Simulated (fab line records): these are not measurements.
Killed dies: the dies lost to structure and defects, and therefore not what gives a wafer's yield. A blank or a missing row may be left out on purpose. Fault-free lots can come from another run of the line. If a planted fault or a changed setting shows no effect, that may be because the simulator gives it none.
Split-lot experiment ; flow n5Finfet ; on a route of 1938 steps: 7 lots, 21 wafers read

== ON THE SPLIT ==
At N5_BEOL_M3_ETCH_70 (etches SOC in N2/H2, target depth 80 nm, overetch 16 nm, time 120 s), the setting biasW was moved away from the recipe's 150 W on 5 of the 21 wafers read, by -14.4% to +7.9%. The other wafers ran this setting at the recipe's value.

The reading comes from the split's own step.

== THE READING ==
rfVppV, in V, at N5_BEOL_M3_ETCH_70 (etches SOC in N2/H2, target depth 80 nm, overetch 16 nm, time 120 s). Fault-free wafers of this fab line usually give 523.7 V, standard deviation 2.8 V.

wafer;tool, chamber at the split;biasW as run, W;against the recipe;rfVppV, V;against lot-mates on the recipe
L074.3;rieDiel-03, 3;150;recipe;526.2;-
L074.4;rieDiel-03, 1;150;recipe;523.2;-
L074.6;rieDiel-03, 1;150;recipe;522.4;-
L077.1;rieDiel-03, 2;150;recipe;521.7;-
L077.2;rieDiel-03, 3;150;recipe;526.1;-
L077.5;rieDiel-03, 2;150;recipe;520.2;-
L078.3;rieDiel-03, 0;150;recipe;523.5;-
L078.5;rieDiel-03, 1;132.9;-11.4%;483.8;-39.8
L078.6;rieDiel-03, 0;150;recipe;523.8;-
L081.1;rieDiel-03, 2;150;recipe;522.2;-
L081.2;rieDiel-03, 3;150;recipe;526.0;-
L081.4;rieDiel-03, 3;150;recipe;526.4;-
L082.4;rieDiel-03, 0;150;recipe;524.1;-
L082.5;rieDiel-03, 0;161.9;+7.9%;550.1;+26.0
L082.6;rieDiel-03, 3;161.9;+7.9%;551.0;+26.9
L084.2;rieDiel-05, 0;150;recipe;518.0;-
L084.5;rieDiel-05, 3;150;recipe;526.0;-
L084.6;rieDiel-05, 0;150;recipe;518.4;-
L095.1;rieDiel-05, 1;150;recipe;527.3;-
L095.2;rieDiel-05, 2;128.4;-14.4%;477.4;-49.9
L095.3;rieDiel-05, 3;128.4;-14.4%;476.9;-50.4

THE FIT
A straight line over all 21 wafers: rfVppV changes by +3.31 V for each +1% of biasW; r = +0.99; the points scatter about the line by 2.6 V.
The same after taking each lot's own level away (the mean of its wafers on the recipe; 21 wafers): +3.45 V for each +1%; r = +0.99; scatter 2.1 V.
That fit puts the effect of the largest move of biasW on the reading at 50 V.
Measured against the standard deviation above, the lots' own levels, which go from 520.80 to 527.30 V, span 2.3 times it.
The two slopes agree, so the slope changes little with the lot-to-lot level.
Check: -49.8 V against its lot-mates is what the line predicts for one of the wafers moved furthest among these (-14.4%) when that wafer is left out of the fit. Against them it came out at -49.9 V.
Tool readings at the split's step, against how far the setting was moved: rfVppV r = +0.99.

== FURTHER SPLITS ON THESE WAFERS ==
Other splits were also applied to these wafers ahead of the reading. Each is held against what the fit with the lots' levels taken away leaves over:
other split on the same wafers;wafers away from the commonest value;r with rfVppV (lot level and that fit taken away)
N5_SDB_COAT_03 spinRpm;7;+0.24
N5_SDB_ETCH_25 timeS;11;-0.04
N5_GATE_CUT_ETCH_58 timeS;4;-0.04
N5_GATE_CUT_DESCUM_18 timeS;6;+0.31
N5_MOL_CONTACT_COAG_ALD_27 aldCycles;8;+0.26
N5_MOL_CONTACT_COAG_ETCH_67 sourceW;6;+0.30
N5_BEOL_M0_SAQP_COAT_69 spinRpm;4;+0.32
N5_BEOL_M0_ETCH_109 biasW;4;-0.27
N5_BEOL_M3_PECVD_72 timeS;9;-0.21

== THE WHOLE CHAIN: every reading that the file lists as answering this split, in the file's order ==
step;what it does;reading;change (the file's fit);r (the file's)
N5_BEOL_M3_ETCH_70;etches SOC in N2/H2, target depth 80 nm, overetch 16 nm, time 120 s;rfVppV;+3.46 V for each +1% of the setting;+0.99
N5_BEOL_M3_ETCH_70;etches SOC in N2/H2, target depth 80 nm, overetch 16 nm, time 120 s;SiARC_of_BEOL_M3_COAT_68.thkNm (the simulator's own value, which no gauge read);-0.0595 nm for each +1% of the setting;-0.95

== THE FILE'S OWN FIT ==
rfVppV changes by +3.46 V for each +1% of biasW, r = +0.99.
